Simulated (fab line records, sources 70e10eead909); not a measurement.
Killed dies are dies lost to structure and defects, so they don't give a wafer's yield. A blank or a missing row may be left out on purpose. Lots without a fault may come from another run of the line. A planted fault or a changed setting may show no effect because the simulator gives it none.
Which tool did it? | flow nand_harc | 12 lots, 36 wafers sampled, at 4 steps of a route of 1159

WHAT THE GAUGES READ, wafer by wafer
NHARC_A_SLIT_CD_MEAS_09: target cd 300 nm. Usual: cd_nm 299.5 nm, standard deviation 0.6.
lot  | measured     | on        | cd_nm (nm)        | flag
L231 | day 14 08:41 | cd_sem-03 | 299.6 299.5 300.2 |
L233 | day 14 20:22 | cd_sem-01 | 300.4 299.4 299.4 |
L232 | day 14 20:12 | cd_sem-02 | 298.7 299.0 299.4 |
L235 | day 14 20:39 | cd_sem-01 | 299.5 299.6 300.0 |
L234 | day 15 18:11 | cd_sem-02 | 299.5 298.7 299.3 |
L238 | day 16 18:34 | cd_sem-02 | 318.6 317.9 318.5 | OFF
L242 | day 18 03:37 | cd_sem-03 | 314.4 314.5 313.8 | OFF
L243 | day 18 05:14 | cd_sem-02 | 313.3 314.0 313.6 | OFF
L246 | day 18 15:57 | cd_sem-01 | 299.5 300.0 299.6 |
L248 | day 18 17:56 | cd_sem-03 | 299.8 300.2 299.3 |
L250 | day 19 07:53 | cd_sem-03 | 299.3 299.5 299.2 |
L252 | day 19 17:31 | cd_sem-03 | 298.1 298.7 298.7 |

NHARC_A_SLIT_OVL_MEAS_10. Usual: overlay_x_nm 0.1 nm, standard deviation 0.66; overlay_y_nm -0.1 nm, standard deviation 0.69.
lot  | measured     | on         | overlay_x_nm (nm) | overlay_y_nm (nm) | flag
L231 | day 14 08:47 | overlay-01 | 0.2 0.0 0.3       | 0.8 0.6 1.1       |
L233 | day 14 20:28 | overlay-01 | -1.1 -0.6 -1.1    | -0.6 -1.4 -1.1    |
L232 | day 14 20:17 | overlay-02 | 0.1 0.1 0.8       | -0.1 -0.7 0.5     |
L235 | day 14 20:44 | overlay-02 | 0.2 0.2 -0.1      | 1.3 0.5 1.2       |
L234 | day 15 18:16 | overlay-01 | 0.3 0.8 0.6       | -1.5 -1.7 -1.4    |
L238 | day 16 18:40 | overlay-02 | -0.2 -0.4 -0.7    | 0.1 0.6 0.4       |
L242 | day 18 03:43 | overlay-02 | -1.0 -0.6 -0.7    | -1.1 -0.3 -0.5    |
L243 | day 18 05:19 | overlay-02 | 0.1 0.2 0.2       | 0.2 0.4 0.2       |
L246 | day 18 16:03 | overlay-02 | -0.2 -0.2 0.1     | 0.5 0.4 -0.1      |
L248 | day 18 18:02 | overlay-01 | 0.1 0.4 0.5       | 0.4 0.1 -0.2      |
L250 | day 19 07:58 | overlay-02 | -0.4 -0.6 -0.1    | 0.1 0.0 0.2       |
L252 | day 19 17:36 | overlay-02 | -0.4 -0.6 -0.6    | 0.2 0.3 0.8       |

WHICH TOOL RAN EACH LOT (tool, then ch and the chambers of the sampled wafers, then the start)
lot  | NHARC_A_SGD_CUT_STRIP_28                      | NHARC_A_SLIT_EXPOSE_06
L231 | rie_diel-11 ch 1,2,3, day 14 03:14            | arfi_scanner-01 ch 0, day 14 08:33
L233 | rie_diel-05 ch 0,2, day 14 20:13 or earlier   | arfi_scanner-03 ch 0, day 14 20:13
L232 | rie_diel-11 ch 1,2,3, day 14 17:11            | arfi_scanner-01 ch 0, day 14 20:04
L235 | rie_diel-07 ch 2,3, day 14 20:31 or earlier   | arfi_scanner-03 ch 0, day 14 20:31
L234 | rie_diel-11 ch 0,3, day 15 18:03 or earlier   | arfi_scanner-02 ch 0, day 15 18:03
L238 | rie_diel-07 ch 1,2, day 16 18:26 or earlier   | arfi_scanner-03 ch 0, day 16 18:26
L242 | rie_diel-11 ch 1,2,3, day 18 03:29 or earlier | arfi_scanner-03 ch 0, day 18 03:29
L243 | rie_diel-11 ch 0,2,3, day 18 05:05 or earlier | arfi_scanner-03 ch 0, day 18 05:05
L246 | rie_diel-05 ch 0,1, day 18 15:49 or earlier   | arfi_scanner-01 ch 0, day 18 15:49
L248 | rie_diel-05 ch 0,2,3, day 18 17:49 or earlier | arfi_scanner-01 ch 0, day 18 17:49
L250 | rie_diel-07 ch 0,1,3, day 19 07:44 or earlier | arfi_scanner-02 ch 0, day 19 07:44
L252 | rie_diel-05 ch 1,2,3, day 19 17:22 or earlier | arfi_scanner-02 ch 0, day 19 17:22
- NHARC_A_SGD_CUT_STRIP_28: strips in O2, time 20 s.
- NHARC_A_SLIT_EXPOSE_06: exposes mask SLIT.

WHAT THE TOOLS THEMSELVES READ (means of the sampled wafers that have a number; where no wafer has one, the mark that the record gives instead)
NHARC_A_SGD_CUT_STRIP_28. Usual: drypump_motor_current_A 5.8 A, standard deviation 0.5; oes_product_au 1.002 a.u., standard deviation 0.0099; rf_vpp_V 57.8 V, standard deviation 0.89; showerhead_plenum_p_Torr 3.53 Torr, standard deviation 0.14; throttle_valve_pct 17.036 %, standard deviation 0.0089.
lot  | tool        | drypump_motor_current_A (A) | oes_product_au (a.u.) | rf_vpp_V (V) | showerhead_plenum_p_Torr (Torr) | throttle_valve_pct (%) | flag
L231 | rie_diel-11 | 5.6                         | 1.003                 | 57.4         | 3.46                            | 17.045                 |
L233 | rie_diel-05 | 6.2                         | 1.004                 | 57.8         | 3.67                            | 17.036                 |
L232 | rie_diel-11 | 5.6                         | 0.994                 | 57.9         | 3.46                            | 17.036                 |
L235 | rie_diel-07 | 6.2                         | 1.005                 | 58.0         | 3.50                            | 17.030                 |
L234 | rie_diel-11 | 5.3                         | 0.991                 | 57.8         | 3.40                            | 17.041                 |
L238 | rie_diel-07 | 5.9                         | 0.996                 | 57.4         | 3.37                            | 17.037                 |
L242 | rie_diel-11 | 5.6                         | 0.996                 | 56.7         | 3.45                            | 17.040                 |
L243 | rie_diel-11 | 5.4                         | 1.003                 | 57.8         | 3.45                            | 17.034                 |
L246 | rie_diel-05 | 5.9                         | 1.003                 | 57.2         | 3.63                            | 17.037                 |
L248 | rie_diel-05 | 5.9                         | 0.999                 | 57.9         | 3.55                            | 17.032                 |
L250 | rie_diel-07 | 5.8                         | 1.009                 | 57.4         | 3.53                            | 17.029                 |
L252 | rie_diel-05 | 5.6                         | 1.003                 | 57.2         | 3.56                            | 17.032                 |

NHARC_A_SLIT_EXPOSE_06. Usual: exposure_dose_mJ_cm2 60.78, standard deviation 0.053.
lot  | tool            | exposure_dose_mJ_cm2 | flag
L231 | arfi_scanner-01 | 60.85                |
L233 | arfi_scanner-03 | 60.77                |
L232 | arfi_scanner-01 | 60.75                |
L235 | arfi_scanner-03 | 60.82                |
L234 | arfi_scanner-02 | 60.79                |
L238 | arfi_scanner-03 | 84.62                | OFF
L242 | arfi_scanner-03 | 79.81                | OFF
L243 | arfi_scanner-03 | 78.45                | OFF
L246 | arfi_scanner-01 | 60.78                |
L248 | arfi_scanner-01 | 60.83                |
L250 | arfi_scanner-02 | 60.77                |
L252 | arfi_scanner-02 | 60.76                |

THE ANSWER, worked out from the rows above alone
Rule: a lot is off if the mean of its wafers that have a number lies more than 3 standard deviations from the usual mean. A lot without any number at a reading at which 4 lots or more have one is off too. The other lots that the step has rows for count as sound. The gauges are gone through in route order, then the tools' own readings, and for those a lot's mean is taken as printed above. The first step at which some lot is off is used, and at that step the reading that is off furthest; a lot without a number counts as furthest.
Off: L238, L242, L243, at NHARC_A_SLIT_CD_MEAS_09 (cd_nm).
A tool fits if, at a process step before that reading, it ran every lot that is off, and no sound lot after the first of them. The gauges at NHARC_A_SLIT_CD_MEAS_09 aren't tried: what is off there is off at NHARC_A_SLIT_EXPOSE_06 too, on other tools, and a gauge's error can't cause that. NHARC_A_SGD_CUT_STRIP_28 gives no start for some lots, so the hours and the order of its lots are those of NHARC_A_SLIT_EXPOSE_06. One fits: arfi_scanner-03 at NHARC_A_SLIT_EXPOSE_06. Its last sound lot is L235 (day 14 20:31), its first lot that is off L238 (day 16 18:26): a fault that began between those two fits.
The tool's own readings at NHARC_A_SLIT_EXPOSE_06 bear it out: on the lots that are off they differ by more than 5 times the standard deviation of the sound lots' means. exposure_dose_mJ_cm2 reads 80.96 there against 60.79 on the sound lots.

WHAT THE SIMULATOR HAD PUT IN
Process parameter drift: arfi_scanner-03, from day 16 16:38 on, at NHARC_A_SLIT_EXPOSE_06. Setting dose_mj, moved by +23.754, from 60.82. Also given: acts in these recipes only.
Lots struck among those shown: L238, L242, L243. The rule above found the same.
